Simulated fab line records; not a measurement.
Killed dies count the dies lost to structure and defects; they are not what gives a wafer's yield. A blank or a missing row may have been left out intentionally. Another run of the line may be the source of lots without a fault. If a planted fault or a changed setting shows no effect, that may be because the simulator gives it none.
Comparing a struck lot with a sound one :: flow nand-harc :: 42 out of 1302 route steps
Sound: the wafers L175.2, L175.3, L175.6. Struck: wafers L187.1, L187.3, L187.6. At the end, the cause is stated.
At each step with rows: each side's tool, then ch and its chambers, then its first start. Under that, the readings that differ: sound wafers :: struck wafers :: difference of the means :: sigmas: that difference in standard deviations of wafers without a fault.
alike: same words and numbers on both sides, and readings whose means sit less than 2 such deviations apart. not compared: any withheld reading, any reading some wafer has no value for, any bound like >300 that may hide the same value, and any number with overlapping values for which the record gives no deviation.
Wherever a step has rows on one side only, a row that says differs or no value, or a row with sigmas, the two part there. Numbers that don't overlap but have no deviation are shown without sigmas and don't part them. Lack of a reading on every wafer of one side parts them only where that side has two or more wafers.

first, 7 steps without rows for these wafers: NHARC_A_CONTACT_ETCH_111 (etches the open film in C4F8/O2/Ar, time 140 s, target depth 700 nm); NHARC_A_CONTACT_ETCH_112 (etches the open film in C4F8/O2/Ar, time 190 s, target depth 1850 nm); NHARC_A_CONTACT_ETCH_113 (etches the open film in C4F8/O2/Ar, time 190 s, target depth 1850 nm); NHARC_A_CONTACT_ETCH_114 (etches the open film in C4F8/O2/Ar, time 190 s, target depth 1850 nm); NHARC_A_CONTACT_ETCH_115 (etches the open film in C4F8/O2/Ar, time 190 s, target depth 1850 nm); NHARC_A_CONTACT_ETCH_116 (etches the open film in C4F8/O2/Ar, time 190 s, target depth 1850 nm); NHARC_A_CONTACT_ETCH_117 (etches the open film in C4F8/O2/Ar, time 190 s, target depth 1850 nm).
NHARC_A_CONTACT_ETCH_118: etches the open film in C4F8/O2/Ar, time 190 s, target depth 1850 nm.
  sound on har-cap-etch-03 ch 0,1, day 21 23:46; struck on har-cap-etch-03 ch 0,1, day 27 07:31
  not compared: rf-hours-counter-h
NHARC_A_CONTACT_ETCH_119: etches the open film in C4F8/O2/Ar, time 190 s, target depth 1850 nm.
  sound on har-cap-etch-03 ch 0,1, day 21 23:56; struck on har-cap-etch-03 ch 0,1, day 27 07:41
  not compared: rf-hours-counter-h
NHARC_A_CONTACT_ETCH_120: etches the open film in C4F8/O2/Ar, time 190 s, target depth 1850 nm.
  sound on har-cap-etch-03 ch 0,1, day 22 00:07; struck on har-cap-etch-03 ch 0,1, day 27 07:52
  not compared: rf-hours-counter-h
then, 1 step without rows for these wafers: NHARC_A_CONTACT_ETCH_121 (etches the open film in C4F8/O2/Ar, time 190 s, target depth 1850 nm).
NHARC_A_CONTACT_ETCH_122: etches the open film in C4F8/O2/Ar, time 190 s, target depth 1850 nm.
  sound on har-cap-etch-03 ch 0,1, day 22 00:27; struck on har-cap-etch-03 ch 0,1, day 27 08:12
  not compared: rf-hours-counter-h
NHARC_A_CONTACT_ETCH_123: etches the open film in C4F8/O2/Ar, time 490 s, target depth 2110 nm.
  sound on har-cap-etch-03 ch 0,1, day 22 00:41; struck on har-cap-etch-03 ch 0,1, day 27 08:26
  not compared: rf-hours-counter-h
then, 2 steps without rows for these wafers: NHARC_A_CONTACT_ETCH_90 (etches the open film in CH3F/O2, target depth 40 nm, time 85.7 s); NHARC_A_CONTACT_ETCH_96 (etches the open film in C4F6/O2, target depth 20 nm, time 10 s).
NHARC_A_CONTACT_CD_MEAS_53:
  struck on cd-sem-02, day 27 09:37; sound on cd-sem-03, day 22 01:47
  alike: cd-nm
then, 3 steps without rows for these wafers: NHARC_A_CONTACT_STRIP_99 (strips in N2/H2); NHARC_A_CONTACT_STRIP_100 (strips in CF4/CHF3); NHARC_A_CONTACT_STRIP_101 (strips in O2/COS).
NHARC_A_CONTACT_ETCH_102: etches the open film in CF4/O2, target depth 100 nm, overetch 10 nm, time 55 s.
  sound on rie-diel-05 ch 0,1,3, day 22 02:05; struck on rie-diel-05 ch 0,3, day 27 11:04
  alike: drypump-motor-current-A, mfc-ar-sccm, oes-product-au, rf-vpp-V, showerhead-plenum-p-Torr, throttle-valve-pct
  not compared: rf-hours-counter-h
then, 14 steps without rows for these wafers: NHARC_A_CONTACT_STRIP_55 (strips in O2); NHARC_A_CONTACT_STRIP_56 (strips in post etch residue remover, time 600 s); NHARC_A_CONTACT_DEP_57 (deposits aC, target thk 5300 nm); NHARC_A_CONTACT_DEP_58 (deposits SiON, target thk 90 nm); NHARC_A_CONTACT_DEHYDRATE_59 (time 120 s); NHARC_A_CONTACT_HMDS_60 (time 30 s); NHARC_A_CONTACT_COAT_61 (time 75 s); NHARC_A_CONTACT_COAT_62 (time 65 s); NHARC_A_CONTACT_COAT_63 (resist thk 90 nm); NHARC_A_CONTACT_SOFTBAKE_64 (time 55 s); NHARC_A_CONTACT_EBR_65; NHARC_A_CONTACT_EXPOSE_66 (exposes mask A CC 2); NHARC_A_CONTACT_PEB_67 (peb time 65 s); NHARC_A_CONTACT_DEVELOP_68 (develop time 35 s).
NHARC_A_CONTACT_CD_MEAS_69: the cd target is 300 nm.
  sound on cd-sem-02 ch 0, day 22 06:56; struck on cd-sem-03 ch 0, day 27 15:43
  alike: cd-nm
NHARC_A_CONTACT_OVL_MEAS_70:
  struck on overlay-01, day 27 15:48; sound on overlay-02, day 22 07:01
  alike: overlay-x-nm, overlay-y-nm
then, 5 steps without rows for these wafers: NHARC_A_CONTACT_DESCUM_74 (chemistry O2, time 3 s); NHARC_A_CONTACT_ETCH_75 (etches the open film in CF4, target depth 39 nm, time 65 s); NHARC_A_CONTACT_ETCH_76 (etches the open film in N2/H2, target depth 260 nm, time 475.3 s); NHARC_A_CONTACT_ETCH_77 (etches the open film in CF4/CHF3, target depth 108.9 nm, time 54.5 s); NHARC_A_CONTACT_ETCH_78 (etches the open film in O2/COS, target depth 5300 nm, time 1378 s).
-- record jumps: 2 days between struck wafers' starts before vs after; left off in module A_CONTACT, resumes in module END, first step shown is number 1302 of the route --
NHARC_END_SORT_01:
  sound on prober-01 ch 0, day 24 19:47; struck on prober-01 ch 0, day 30 00:31
reading: killed-at-array
sound: 77 65 67
struck: 114 149 115
difference: +56
sigmas: +3

reading: killed-dies
sound: 79 68 71
struck: 117 153 117
difference: +56
sigmas: +3
  alike: killed-at-other, killed-at-periphery, killed-open, killed-short

== WHERE THEY PART ==
At NHARC_END_SORT_01 and nowhere else, as far as this record goes.

WHY: the cause the simulator had injected
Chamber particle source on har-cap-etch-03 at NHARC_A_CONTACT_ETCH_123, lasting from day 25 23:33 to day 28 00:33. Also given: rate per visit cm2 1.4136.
